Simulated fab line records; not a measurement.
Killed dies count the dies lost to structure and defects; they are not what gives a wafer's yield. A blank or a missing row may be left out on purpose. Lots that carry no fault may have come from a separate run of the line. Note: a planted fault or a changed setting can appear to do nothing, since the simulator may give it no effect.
Chamber matching || flow n5 finfet || N5_BEOL_M10_VIA_ETCH_34 on rie diel-04: 4 sister chambers
The step etches SiCOH lowk in C4F6/O2, target depth 184.5 nm, time 69.2 s. 4 wafers are shown with their chamber, then 10 later ones without.

## WAFERS PAIRED WITH THEIR CHAMBERS
{"wafer": "L077.4", "chamber": 2, "rf vpp V (V)": 639}
{"wafer": "L088.6", "chamber": 1, "rf vpp V (V)": 685}
{"wafer": "L087.1", "chamber": 3, "rf vpp V (V)": 670}
{"wafer": "L087.4", "chamber": 0, "rf vpp V (V)": 691}

## WAFERS WITHOUT THEIR CHAMBER
{"wafer": "L087.5", "rf vpp V (V)": 671}
{"wafer": "L089.2", "rf vpp V (V)": 635}
{"wafer": "L089.4", "rf vpp V (V)": 691}
{"wafer": "L089.6", "rf vpp V (V)": 637}
{"wafer": "L091.1", "rf vpp V (V)": 692}
{"wafer": "L091.2", "rf vpp V (V)": 686}
{"wafer": "L091.6", "rf vpp V (V)": 638}
{"wafer": "L095.1", "rf vpp V (V)": 684}
{"wafer": "L095.4", "rf vpp V (V)": 670}
{"wafer": "L095.5", "rf vpp V (V)": 690}

## WHICH CHAMBER EACH WENT THROUGH
{"wafer": "L087.5", "from the rows above": 3, "in truth": 3}
{"wafer": "L089.2", "from the rows above": 2, "in truth": 2}
{"wafer": "L089.4", "from the rows above": 0, "in truth": 0}
{"wafer": "L089.6", "from the rows above": 2, "in truth": 2}
{"wafer": "L091.1", "from the rows above": 0, "in truth": 0}
{"wafer": "L091.2", "from the rows above": 1, "in truth": 1}
{"wafer": "L091.6", "from the rows above": 2, "in truth": 2}
{"wafer": "L095.1", "from the rows above": 1, "in truth": 1}
{"wafer": "L095.4", "from the rows above": 3, "in truth": 3}
{"wafer": "L095.5", "from the rows above": 0, "in truth": 0}
10 of 10 placed correctly. Can't be placed from these rows: 0. Placed wrongly: 0.
How it was worked out, from the rows above alone: a wafer's distance from a chamber is the root of the sum, over the readings, of the square of ((its reading less the chamber's mean) divided by the reading's scatter). The wafer belongs to the nearest chamber; if the next one is less than 2 further off, it can't be placed. The mean given for a chamber averages the wafers shown for that chamber. The scatter: with one shown wafer a chamber, the root of the mean of the squares of how far each hidden wafer lies from its nearest shown one.
